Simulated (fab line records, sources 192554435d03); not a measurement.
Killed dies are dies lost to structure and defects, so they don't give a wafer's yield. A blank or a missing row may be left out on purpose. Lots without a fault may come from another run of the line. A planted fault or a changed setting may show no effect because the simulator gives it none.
Chamber matching | flow n5_finfet | N5_BEOL_M5_PECVD_70 on pecvd-01: 3 sister chambers
The step deposits SiO2 from TEOS/O2, target thk 16 nm, time 18 s. 6 wafers are shown with their chamber, then 8 later ones without.

WAFERS WITH THEIR CHAMBER
wafer  | chamber | throttle_valve_pct (%) | heater_power_w (W)
L081.2 | 2       | 21.9                   | 616
L085.4 | 2       | 21.9                   | 677
L091.2 | 1       | 20.3                   | 841
L091.5 | 1       | 19.9                   | 851
L091.6 | 0       | 22.4                   | 733
L093.2 | 0       | 22.4                   | 737

WAFERS WITHOUT THEIR CHAMBER
wafer  | throttle_valve_pct (%) | heater_power_w (W)
L093.4 | 22.3                   | 752
L093.6 | 20.0                   | 870
L094.1 | 20.1                   | 837
L094.3 | 22.3                   | 801
L094.4 | 22.0                   | 697
L096.2 | 22.5                   | 777
L096.5 | 22.0                   | 719
L096.6 | 20.2                   | 809

WHICH CHAMBER EACH WENT THROUGH
wafer  | from the rows above     | in truth
L093.4 | 0                       | 0
L093.6 | 1                       | 1
L094.1 | 1                       | 1
L094.3 | 0                       | 0
L094.4 | can't be placed: 2 or 0 | 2
L096.2 | 0                       | 0
L096.5 | can't be placed: 0 or 2 | 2
L096.6 | 1                       | 1
Placed correctly: 6 of 8. Can't be placed from these rows: 2 (the true chamber is among the candidates in 2). Placed wrongly: 0.
How it was worked out, from the rows above alone: a wafer's distance from a chamber is the root of the sum, over the readings, of the square of ((its reading less the chamber's mean) divided by the reading's scatter). The wafer belongs to the nearest chamber; if the next one is less than 2 further off, it can't be placed. A chamber's mean is the mean of its shown wafers. The scatter: the root of (the sum of the squares of (reading less its chamber's mean) over the shown wafers, divided by (wafers less chambers)).
